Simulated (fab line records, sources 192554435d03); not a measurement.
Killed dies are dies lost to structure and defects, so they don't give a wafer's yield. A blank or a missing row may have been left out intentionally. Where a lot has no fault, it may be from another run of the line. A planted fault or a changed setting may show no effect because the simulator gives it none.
Split-lot study + flow n5 finfet + 39 wafers read from 7 lots, route of 1938 steps

ABOUT THE SPLIT
At N5_FIN_CUT_CUT_ETCH_26 (etches SiNx in CH3F/O2, target depth 39 nm, time 55.7 s), the setting time s was moved away from the recipe's 55.7 s on 12 of the 39 wafers read, by -7.8% to +20.2%. All remaining wafers had this setting at the recipe value.

The split's own step is where the reading is taken.

THE READING
SOC_of_FIN_CUT_COAT_18.thk nm (the simulator's own value, which no gauge read), in nm, at N5_FIN_CUT_CUT_ETCH_26 (etches SiNx in CH3F/O2, target depth 39 nm, time 55.7 s). No usual value for it is given in the file. The 27 wafers here that ran the recipe average 211.8 nm, standard deviation 0.7 nm.

| wafer  | tool, chamber at the split | time s as run, s | against the recipe | SOC_of_FIN_CUT_COAT_18.thk nm, nm | against lot-mates on the recipe |
|--------|----------------------------|------------------|--------------------|-----------------------------------|---------------------------------|
| L074.1 | rie diel-01, 3             | 55.7             | recipe             | 211.4                             | -                               |
| L074.2 | rie diel-01, 1             | 55.7             | recipe             | 211.8                             | -                               |
| L074.3 | rie diel-01, 0             | 55.7             | recipe             | 211.2                             | -                               |
| L074.4 | rie diel-01, 2             | 55.7             | recipe             | 212                               | -                               |
| L074.5 | rie diel-01, 1             | 55.7             | recipe             | 211.8                             | -                               |
| L074.6 | rie diel-01, 0             | 55.7             | recipe             | 211.6                             | -                               |
| L076.1 | rie diel-04, 2             | 55.7             | recipe             | 212                               | -                               |
| L076.2 | rie diel-04, 0             | 51.34            | -7.8%              | 212.8                             | +0.7                            |
| L076.3 | rie diel-04, 3             | 55.7             | recipe             | 213.2                             | -                               |
| L076.4 | rie diel-04, 1             | 55.7             | recipe             | 211.2                             | -                               |
| L076.5 | rie diel-04, 0             | 51.34            | -7.8%              | 213.6                             | +1.5                            |
| L076.6 | rie diel-04, 1             | 51.34            | -7.8%              | 213.4                             | +1.3                            |
| L077.1 | rie diel-05, 0             | 51.47            | -7.6%              | 212.2                             | +0.3                            |
| L077.2 | rie diel-05, 2             | 55.7             | recipe             | 211.6                             | -                               |
| L077.3 | rie diel-05, 1             | 55.7             | recipe             | 212.4                             | -                               |
| L077.4 | rie diel-05, 3             | 55.7             | recipe             | 211.8                             | -                               |
| L077.5 | rie diel-05, 1             | 51.47            | -7.6%              | 213.4                             | +1.5                            |
| L077.6 | rie diel-05, 2             | 51.47            | -7.6%              | 213                               | +1.1                            |
| L081.1 | rie diel-05, 3             | 55.7             | recipe             | 211.8                             | -                               |
| L081.2 | rie diel-05, 1             | 55.7             | recipe             | 212.6                             | -                               |
| L081.4 | rie diel-05, 2             | 55.7             | recipe             | 211.8                             | -                               |
| L088.1 | rie diel-05, 2             | 55.7             | recipe             | 211                               | -                               |
| L088.2 | rie diel-05, 1             | 55.7             | recipe             | 211.2                             | -                               |
| L088.3 | rie diel-05, 0             | 55.7             | recipe             | 210.8                             | -                               |
| L088.4 | rie diel-05, 3             | 55.7             | recipe             | 211.2                             | -                               |
| L088.5 | rie diel-05, 2             | 55.7             | recipe             | 211.2                             | -                               |
| L088.6 | rie diel-05, 3             | 55.7             | recipe             | 211.4                             | -                               |
| L095.1 | rie diel-01, 2             | 66.93            | +20.2%             | 209                               | -4.1                            |
| L095.2 | rie diel-01, 0             | 55.7             | recipe             | 213.6                             | -                               |
| L095.3 | rie diel-01, 1             | 55.7             | recipe             | 212.4                             | -                               |
| L095.4 | rie diel-01, 2             | 66.93            | +20.2%             | 209                               | -4.1                            |
| L095.5 | rie diel-01, 1             | 66.93            | +20.2%             | 208.8                             | -4.3                            |
| L095.6 | rie diel-01, 0             | 55.7             | recipe             | 213.4                             | -                               |
| L096.1 | rie diel-04, 0             | 52.03            | -6.6%              | 212.6                             | +0.9                            |
| L096.2 | rie diel-04, 1             | 55.7             | recipe             | 211.8                             | -                               |
| L096.3 | rie diel-04, 3             | 52.03            | -6.6%              | 213.4                             | +1.7                            |
| L096.4 | rie diel-04, 2             | 52.03            | -6.6%              | 213                               | +1.3                            |
| L096.5 | rie diel-04, 0             | 55.7             | recipe             | 211.6                             | -                               |
| L096.6 | rie diel-04, 1             | 55.7             | recipe             | 211.8                             | -                               |

FIT RESULTS
A straight line over all 39 wafers: SOC_of_FIN_CUT_COAT_18.thk nm changes by -0.15 nm for each +1% of time s; r = -0.85; the points scatter about the line by 0.63 nm.
The same after taking each lot's own level away (the mean of its wafers on the recipe; 39 wafers): -0.192 nm for each +1%; r = -0.95; scatter 0.43 nm.
The reading moves by 3.9 nm for the largest change in time s, on that fit.
Measured against the standard deviation above, the lots' own levels, which go from 211.13 to 213.13 nm, span 2.9 times it.
Thus the slope moves with the lot-to-lot level: the two fits are different.
Check: -3.9 nm against its lot-mates is what the line predicts for one of the wafers moved furthest among these (+20.2%) when that wafer is left out of the fit. It came out at -4.13 nm against them.

THE WHOLE CHAIN: every reading that the file lists as answering this split, in the file's order
| step                   | what it does                                            | reading                                                                        | change (the file's fit)               | r (the file's) |
|------------------------|---------------------------------------------------------|--------------------------------------------------------------------------------|---------------------------------------|----------------|
| N5_FIN_CUT_CUT_ETCH_26 | etches SiNx in CH3F/O2, target depth 39 nm, time 55.7 s | etch.depth nm (the simulator's own value, which no gauge read)                 | +0.389 nm for each +1% of the setting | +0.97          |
| N5_FIN_CUT_CUT_ETCH_26 | etches SiNx in CH3F/O2, target depth 39 nm, time 55.7 s | SOC_of_FIN_CUT_COAT_18.thk nm (the simulator's own value, which no gauge read) | -0.192 nm for each +1% of the setting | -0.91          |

THE FILE'S OWN FIT
SOC_of_FIN_CUT_COAT_18.thk nm changes by -0.192 nm for each +1% of time s, r = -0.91.
